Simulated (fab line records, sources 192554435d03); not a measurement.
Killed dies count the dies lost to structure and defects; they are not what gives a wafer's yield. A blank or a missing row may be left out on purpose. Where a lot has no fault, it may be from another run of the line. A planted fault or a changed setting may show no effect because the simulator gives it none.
fab line records	flow n5-finfet	part 2 of 2: steps 24 to 29 of 29
[record] lots = 5	wafers = 15	last-day = 18
route steps=1938 shown BEOL_M6@1207
lots that met no fault: from a run of the same line without faults
start-h: the number of hours between the record's first day and the start of the first shown wafer of the lot	wait-h: time in hours since the lot's previous step	" identical to the entry in the row above	L1.1+2: several wafers, shown together as one row	- either no value or no given start	* or withheld: withheld	< > ~ a bound
route shown NAME@n: NAME is a module with steps in the file, n the number in the route of the first one	usual: mean/standard deviation taken from wafers without a fault	same: alike in all rows	chamber/n: place in a boat	sites: each site's reading	_std_site: the values' standard deviation	_edge_site: outer sites' mean less inner sites'	radius-mm: for every site, how far away it sits from the centre of the wafer	mask NAME#n: copy n	behind: tool/chamber where the wafer was last shaped	hold: cause of the lot's hold/its duration in hours/its outcome	device: whichever transistor did not switch (one of n, p or np)	end of line: the route-end tests of the same wafers	for a step that has no rows: nothing shown but its recipe	killed: count of dies lost to structure and defects at first sort (not the wafer's yield)	map: per-die view of a wafer (x killed, . not killed, _ where there is no die)
set.NAME: the setting that was run; set.NAME@STEP: the one run at that earlier step	model.NAME: the simulator's own value behind a step, which no gauge read
certain route steps with their lots: each step a table, each wafer a row
services: the hour from which a tool's chamber was out of use, counted from the record's first day as start-h (under 0 if before that day), plus the number of hours and why
[[steps]]
[step N5_BEOL_M6_DESCUM_33]
[recipe] chemistry = O2	time-s = 7	source-power-w = 50	bias-power-w = 20	pressure-mtorr = 20	rf-frequency-hz = 2.712e+07	temp-c = 40	resist = CAR-EUV	o2-flow-sccm = 225
[usual] drypump-motor-current-A = 5.8/0.43	oes-product-au = 0.78/0.09	rf-vpp-V = 243.7/1	showerhead-plenum-p-Torr = 2.14/0.049	throttle-valve-pct = 20.37/0.24
lot.wafer	tool	chamber	start-h	wait-h	drypump-motor-current-A	oes-product-au	rf-hours-counter-h	rf-vpp-V	showerhead-plenum-p-Torr	throttle-valve-pct
L074.1	rie-diel-05	3	197.01	0.4	6.1	0.70	204	245.2	2.18	20.59
L074.2	"	0	"	"	5.5	0.75	169	245.6	2.19	20.47
L074.3	"	1	"	"	6.0	0.69	205	244.3	2.17	20.58
L079.2	rie-diel-01	2	226.65	0.2	5.8	0.98	4	242.9	2.13	19.83
L079.3	"	0	"	"	5.5	0.67	262	244.6	2.12	20.40
L079.6	"	2	"	"	5.8	0.98	-	242.9	2.13	19.83
L085.1	rie-diel-05	0	276.69	0.0	5.6	0.73	199	243.3	2.18	20.51
L085.2	"	2	"	"	5.9	0.70	245	243.7	2.17	20.34
L085.4	"	3	"	"	6.1	0.68	232	243.8	2.17	20.62
L095.1	rie-diel-01	1	320.80	0.1	6.0	0.73	190	243.8	2.18	20.41
L095.2	"	0	"	"	5.5	0.89	29	242.8	2.11	20.06
L095.6	"	2	"	"	5.8	0.90	-	244.8	2.12	19.89
L097.3	rie-diel-05	2	344.01	0.0	5.9	0.93	6	243.9	2.16	19.87
L097.5	"	1	"	"	6.0	0.95	-	243.7	2.15	20.39
L097.6	"	0	"	"	5.6	0.72	-	244.8	2.17	20.56
[step N5_BEOL_M6_ETCH_72]
[recipe] chemistry = N2/H2	target = underlayer	target-depth-a = 65	mask-material = CAR-EUV	time-s = 5.2	ion-energy-ev = 200	pressure-mtorr = 30	source-w = 840	bias-w = 150	n2-flow-sccm = 200	h2-flow-sccm = 200	ends = cleared
[usual] drypump-motor-current-A = 5.8/0.43	etch-rf-on-time-s = 5.26/0.11	oes-product-au = 0.66/0.077	rf-vpp-V = 525.4/1.9	showerhead-plenum-p-Torr = 2.60/0.053	throttle-valve-pct = 17.77/0.26
lot.wafer	tool	chamber	start-h	wait-h	drypump-motor-current-A	etch-rf-on-time-s	oes-product-au	rf-hours-counter-h	rf-vpp-V	showerhead-plenum-p-Torr	throttle-valve-pct
L074.1	rie-diel-05	3	197.04	0.0	6.1	5.33	0.59	204	526.9	2.64	18.00
L074.2	"	0	"	"	5.6	5.29	0.64	169	527.6	2.65	17.90
L074.3	"	1	"	"	6.1	5.38	0.58	205	528.4	2.63	17.93
L079.2	rie-diel-01	2	226.69	0.0	5.9	5.28	0.82	4	522.9	2.61	17.36
L079.3	"	0	"	"	5.5	5.25	0.57	262	527.1	2.58	17.82
L079.6	"	2	"	"	5.8	5.31	0.82	-	524.2	2.61	17.35
L085.1	rie-diel-05	0	276.72	0.0	5.6	5.27	0.62	199	526.2	2.64	17.94
L085.2	"	2	"	"	5.9	5.30	0.60	245	524.3	2.60	17.56
L085.4	"	3	"	"	6.1	5.21	0.58	232	525.6	2.63	18.07
L095.1	rie-diel-01	1	320.83	0.0	6.0	5.28	0.61	190	528.5	2.64	17.85
L095.2	"	0	"	"	5.5	5.07	0.77	29	522.1	2.57	17.42
L095.6	"	2	"	"	5.9	5.29	0.74	-	526.3	2.59	17.42
L097.3	rie-diel-05	2	344.05	0.0	5.9	5.33	0.79	6	526.8	2.60	17.05
L097.5	"	1	"	"	6.1	5.33	0.79	-	526.0	2.61	17.69
L097.6	"	0	"	"	5.6	5.35	0.60	-	525.0	2.62	17.98
[step N5_BEOL_M6_ETCH_65]
[recipe] chemistry = CF4	target = SiARC	target-depth-a = 156	mask-material = CAR-EUV	time-s = 26	ion-energy-ev = 80	pressure-mtorr = 40	source-w = 545	bias-w = 36	Ar_flow_sccm = 100	cf4-flow-sccm = 100	ends = cleared
[usual] drypump-motor-current-A = 5.8/0.43	etch-rf-on-time-s = 26.4/0.58	mfc-ar-sccm = 100.0/0.3	oes-product-au = 0.66/0.076	rf-vpp-V = 184.6/1	showerhead-plenum-p-Torr = 2.18/0.038	throttle-valve-pct = 15.55/0.23
lot.wafer	tool	chamber	start-h	wait-h	drypump-motor-current-A	etch-rf-on-time-s	mfc-ar-sccm	oes-product-au	rf-hours-counter-h	rf-vpp-V	showerhead-plenum-p-Torr	throttle-valve-pct
L074.1	rie-diel-05	3	197.06	0.0	6.1	26.4	99.4	0.59	204	184.8	2.21	15.65
L074.2	"	0	"	"	5.5	26.5	100.0	0.63	169	184.1	2.21	15.62
L074.3	"	1	"	"	6.1	27.3	100.0	0.58	205	185.4	2.21	15.78
L079.2	rie-diel-01	2	226.70	0.0	5.8	26.3	99.6	0.83	4	186.0	2.18	15.02
L079.3	"	0	"	"	5.6	26.0	100.3	0.57	262	185.5	2.19	15.79
L079.6	"	2	"	"	5.8	26.3	99.5	0.83	-	186.5	2.18	15.01
L085.1	rie-diel-05	0	276.74	0.0	5.6	26.4	100.0	0.62	199	185.1	2.20	15.68
L085.2	"	2	"	"	5.9	26.9	99.9	0.59	245	183.9	2.20	15.46
L085.4	"	3	"	"	6.1	26.2	99.8	0.58	232	184.4	2.20	15.71
L095.1	rie-diel-01	1	320.85	0.0	6.1	26.7	100.4	0.61	190	183.6	2.21	15.54
L095.2	"	0	"	"	5.5	25.8	99.9	0.77	29	186.0	2.18	15.33
L095.6	"	2	"	"	5.8	26.9	99.4	0.75	-	184.1	2.16	15.08
L097.3	rie-diel-05	2	344.07	0.0	5.9	26.5	100.0	0.78	6	182.8	2.19	14.97
L097.5	"	1	"	"	6.1	26.6	99.6	0.79	-	183.0	2.19	15.42
L097.6	"	0	"	"	5.5	26.6	100.2	0.60	-	184.3	2.19	15.74
[step N5_BEOL_M6_ETCH_66]
[recipe] chemistry = N2/H2	target = SOC	target-depth-a = 800	overetch-a = 160	mask-material = SiARC	temp-c = 40	time-s = 120	ion-energy-ev = 200	pressure-mtorr = 30	source-w = 840	bias-w = 150	n2-flow-sccm = 200	h2-flow-sccm = 200
[usual] drypump-motor-current-A = 5.8/0.43	oes-product-au = 0.60/0.066	rf-vpp-V = 525.4/1.8	showerhead-plenum-p-Torr = 2.60/0.053	throttle-valve-pct = 17.74/0.27
lot.wafer	tool	chamber	start-h	wait-h	drypump-motor-current-A	oes-product-au	rf-hours-counter-h	rf-vpp-V	showerhead-plenum-p-Torr	throttle-valve-pct
L074.1	rie-diel-05	3	197.09	0.0	6.1	0.54	204	529.3	2.64	17.97
L074.2	"	0	"	"	5.6	0.58	169	525.8	2.65	17.84
L074.3	"	1	"	"	6.1	0.53	205	526.3	2.63	17.92
L079.2	rie-diel-01	2	226.73	0.0	5.8	0.74	4	526.5	2.61	17.31
L079.3	"	0	"	"	5.5	0.53	262	525.5	2.58	17.77
L079.6	"	2	"	"	5.8	0.74	-	524.7	2.61	17.32
L085.1	rie-diel-05	0	276.77	0.0	5.6	0.57	199	525.1	2.64	17.88
L085.2	"	2	"	"	5.9	0.53	245	526.7	2.60	17.51
L085.4	"	3	"	"	6.1	0.52	232	524.4	2.63	18.00
L095.1	rie-diel-01	1	320.88	0.0	6.0	0.55	190	527.1	2.64	17.81
L095.2	"	0	"	"	5.5	0.67	29	524.7	2.57	17.39
L095.6	"	2	"	"	5.9	0.67	-	526.2	2.59	17.37
L097.3	rie-diel-05	2	344.09	0.0	5.9	0.70	6	525.0	2.60	17.02
L097.5	"	1	"	"	6.0	0.72	-	524.9	2.61	17.64
L097.6	"	0	"	"	5.6	0.54	-	524.8	2.62	17.94
[step N5_BEOL_M6_STRIP_69]
[recipe] chemistry = N2/H2	temp-c = 40	n2-flow-sccm = 200	h2-flow-sccm = 200	rf-frequency-hz = 6e+07
lot.wafer	tool	chamber	start-h	wait-h
L074.1+2+3	rie-diel-05	3,0,1	197.17	0.0
L079.2+3+6	rie-diel-01	2,0,2	226.81	0.0
L085.1+2+4	rie-diel-05	0,2,3	276.85	0.0
L095.1+2+6	rie-diel-01	1,0,2	320.96	0.0
L097.3+5+6	rie-diel-05	2,1,0	344.17	0.0
[step N5_BEOL_M6_STRIP_73]
[recipe] chemistry = N2/H2	temp-c = 40	n2-flow-sccm = 200	h2-flow-sccm = 200	rf-frequency-hz = 6e+07
lot.wafer	tool	chamber	start-h	wait-h
L074.1+2+3	rie-diel-05	3,0,1	197.18	0.0
L079.2+3+6	rie-diel-01	2,0,2	226.82	0.0
L085.1+2+4	rie-diel-05	0,2,3	276.86	0.0
L095.1+2+6	rie-diel-01	1,0,2	320.97	0.0
L097.3+5+6	rie-diel-05	2,1,0	344.18	0.0
[[services]]
tool	chamber	start-h	hours	kind
rie-diel-01	1	172.75	9.3	repair
euv-scanner-02	-	181.80	1.0	pm
euv-scanner-01	-	182.81	1.0	pm
rie-metal-01	-	195.37	0.8	repair
rie-diel-05	2	195.63	4.7	repair
euv-scanner-02	-	201.39	4.6	pm
rie-diel-01	2	202.29	-	clean
rie-diel-01	2	202.29	-	consumable-replace:focus-ring
rie-diel-01	2	202.29	15.4	scheduled-down
euv-scanner-01	-	208.75	4.6	pm
euv-scanner-02	-	237.95	1.0	pm
euv-scanner-01	-	238.96	1.0	pm
euv-scanner-01	-	241.74	0.7	repair
euv-scanner-02	-	248.46	0.7	repair
rie-diel-04	1	265.53	7.1	repair
rie-metal-02	-	273.07	1.4	pm
rie-metal-02	-	275.43	20.2	repair
euv-scanner-01	-	279.41	0.9	repair
rie-diel-05	-	290.29	1.3	repair
euv-scanner-02	-	294.10	1.0	pm
euv-scanner-01	-	295.11	1.0	pm
rie-diel-04	0	298.79	14.6	repair
rie-metal-02	1	303.36	2.4	repair
euv-scanner-02	-	329.69	5.8	pm
